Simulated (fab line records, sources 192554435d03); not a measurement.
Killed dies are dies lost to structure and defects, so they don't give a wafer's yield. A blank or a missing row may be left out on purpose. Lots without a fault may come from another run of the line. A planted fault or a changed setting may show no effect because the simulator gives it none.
Problem report in the 8D (eight disciplines) form, filled by code | flow n5_finfet | the parts of the form that need people (team, actions taken, sign-off) are left out

1. THE PROBLEM
cd_nm at N5_BEOL_M1_CD_MEAS_28 reads a mean of 18.35 nm on 6 wafers of 2 lots; wafers without a fault read 23.88 nm with a standard deviation of 0.25. That is -22 standard deviations from the usual mean.
The step: target cd y 23.3 nm.
First seen on wafer L821.4, day 11 08:45, on cd_sem-01. The record holds 24 wafers of 8 lots with a number at this step. Rule for "out", or "out of limits": more than 4 standard deviations from the usual mean. The other wafers with a number count as sound.

2. WHAT IT IS AND WHAT IT IS NOT
question                    | is                     | is not
which readings at this step | cd_nm                  | -
which lots                  | L821, L822             | L801, L802, L808, L812, L820, L824
which wafers of those lots  | all that have a number | -
read on which gauges        | cd_sem-01              | cd_sem-02, cd_sem-03
when                        | from day 11 08:45      | up to then (15 sound wafers); but 3 sound wafers of L824 came after

3. SUSPECTS, AND WHAT RULES EACH OUT
Counting: a tool at a process step up to the reading stays a suspect if it ran every lot that is out and no sound lot after the first of them.
- the gauge at N5_BEOL_M1_CD_MEAS_28: kept. All the wafers that are out were read on cd_sem-01, and no step on other tools shows them out.
- rie_diel-06 at N5_BEOL_M1_ETCH_74 (etches underlayer in N2/H2, target depth 6.5 nm, time 5.2 s): kept. It ran every lot that is out, first L821 (day 11 08:02), and no sound lot after that; its last sound lot up to then is L801 (day 6 12:43).
- euv_scanner-02 at N5_BEOL_M1_EXPOSE_25 (exposes mask V0, defocus 5 nm, target cd 24 nm): kept. It ran every lot that is out, first L821 (day 11 08:38), and no sound lot after that; its last sound lot up to then is L820 (day 11 04:49).
Left after counting: rie_diel-06 at N5_BEOL_M1_ETCH_74, euv_scanner-02 at N5_BEOL_M1_EXPOSE_25, cd_sem-01 at N5_BEOL_M1_CD_MEAS_28.

4. THE CAUSE (what the simulator had put in)
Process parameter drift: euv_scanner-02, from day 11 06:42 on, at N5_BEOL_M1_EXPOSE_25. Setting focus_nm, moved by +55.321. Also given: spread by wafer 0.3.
Counting left 3 suspects, and this tool is among them.

5. THE CHAIN OF EFFECTS, in route order
Each row: a reading whose mean over the struck wafers that have a number lies more than 3 standard deviations from the usual. Only readings for which the record gives a usual standard deviation are gone through. hours: the time from each lot's start at the first step in this table that gives one to its start at this step, as a median over the lots. sigmas: the change in usual standard deviations.
hours | step                    | reading              | usual    | on struck wafers | change | sigmas
0     | N5_BEOL_M1_CD_MEAS_28   | cd_nm                | 23.88 nm | 18.35            | -5.53  | -22
154   | N5_PASSIVATION_PROBE_49 | defect_limited_yield | 90.5 %   | 17.8             | -72.7  | -43
154   | N5_PASSIVATION_PROBE_49 | killed_at_M0_to_M3   | 37       | 883              | +846   | +70
154   | N5_PASSIVATION_PROBE_49 | killed_dies          | 112      | 970              | +858   | +41
154   | N5_PASSIVATION_PROBE_49 | killed_on_rim        | 15       | 126              | +111   | +25
154   | N5_PASSIVATION_PROBE_49 | sort_bin_5_function  | 5.6 %    | 78.5             | +72.9  | +61
154   | N5_PASSIVATION_PROBE_49 | sort_n_pass          | 1068     | 210              | -858   | -41
154   | N5_PASSIVATION_PROBE_49 | sort_yield_pct       | 90.5 %   | 17.8             | -72.7  | -40
The process steps in it:
- N5_PASSIVATION_PROBE_49
Later measuring or inspecting steps at which every struck wafer that the step has a row for has a number for every such reading, and none has moved that far: N5_BEOL_M4_RC_MEAS_101.

6. WHAT WOULD HAVE CAUGHT IT SOONER
In this record the first reading out of limits at a measuring or inspecting step was taken at day 11 08:45, 2 hours after the fault began at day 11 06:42.
Of the lots that are out (2), L822 began N5_BEOL_M1_EXPOSE_25 on euv_scanner-02 after day 11 08:45. A hold on the tool at that time would have spared it.
